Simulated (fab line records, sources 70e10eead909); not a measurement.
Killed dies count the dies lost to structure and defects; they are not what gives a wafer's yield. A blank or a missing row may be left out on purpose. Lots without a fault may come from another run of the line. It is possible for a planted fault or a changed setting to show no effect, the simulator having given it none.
One fault through the eyes of 2 desks + flow nand-harc + only its own numbers are on each desk; what lay behind them is given at the end

== TOOL OWNER'S DESK, krf-scanner-03 ==
The tool's own readings at NHARC_P_BONDPAD_EXPOSE_06 (exposes mask P BPAD): means of the sampled wafers that have a number, for each lot that ran on this tool. If a lot's mean is further than 4 standard deviations from the usual mean, the lot is out of limits and carries the mark OUT (the distance appears in the brackets).
Columns: A = exposure-dose-mJ-cm2 at NHARC_P_BONDPAD_EXPOSE_06, usual 37.05; B = reticle-temp-C at NHARC_P_BONDPAD_EXPOSE_06, usual 22.96 C
| lot  | first seen here | A                       | B     |
|------|-----------------|-------------------------|-------|
| L168 | day 6 19:47     | 37.03                   | 23.02 |
| L169 | day 7 00:30     | 37.04                   | 22.95 |
| L176 | day 8 19:26     | 37.09                   | 23.14 |
| L181 | day 10 02:04    | 37.04                   | 22.92 |
| L182 | day 10 14:52    | 53.63 (+99 or more) OUT | 22.86 |
| L187 | day 11 11:13    | 50.35 (+99 or more) OUT | 23.01 |
This desk finds L182, L187 out of limits, L182 being first, at day 10 14:52 (exposure-dose-mJ-cm2 at NHARC_P_BONDPAD_EXPOSE_06). L168, L169, L176, L181 stayed within limits.

== FROM THE METROLOGY DESK ==
What the gauges read, lot by lot, whatever tool the lot ran on: means of the sampled wafers that have a number. If a lot's mean is further than 4 standard deviations from the usual mean, the lot is out of limits and carries the mark OUT (the distance appears in the brackets).
Columns: A = cd-nm at NHARC_P_BONDPAD_CD_MEAS_09, usual 499.5 nm
| lot  | first seen here | A                |
|------|-----------------|------------------|
| L167 | day 6 10:18     | 497.9            |
| L168 | day 6 19:55     | 500.6            |
| L169 | day 7 00:39     | 499.0            |
| L171 | day 7 02:44     | 499.8            |
| L176 | day 8 19:35     | 500.1            |
| L175 | day 8 20:16     | 500.2            |
| L181 | day 10 02:13    | 500.6            |
| L182 | day 10 15:01    | 512.2 (+11) OUT  |
| L183 | day 10 15:57    | 498.6            |
| L184 | day 11 00:32    | 499.0            |
| L187 | day 11 11:22    | 510.9 (+9.5) OUT |
This desk finds L182, L187 out of limits, L182 being first, at day 10 15:01 (cd-nm at NHARC_P_BONDPAD_CD_MEAS_09). L167, L168, L169, L171, L176, L175, L181, L183, L184 stayed within limits.

== ALL TOGETHER ==
On L182, L187, at day 10 14:52, an alarm was possible from the tool owner's desk.
An alarm was possible from the metrology desk at day 10 15:01, on L182, L187.
Of the lots named, all ran NHARC_P_BONDPAD_EXPOSE_06 on krf-scanner-03.

== WHAT HAD BEEN PUT IN BY THE SIMULATOR ==
Drift in process parameters on krf-scanner-03 at NHARC_P_BONDPAD_EXPOSE_06, starting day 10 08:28. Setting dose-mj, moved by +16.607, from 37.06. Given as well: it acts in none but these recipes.
Struck lots among those shown: L182, L187.
Time in hours from fault onset to the first out-of-limits reading at each desk: tool owner's desk 6, metrology desk 7.
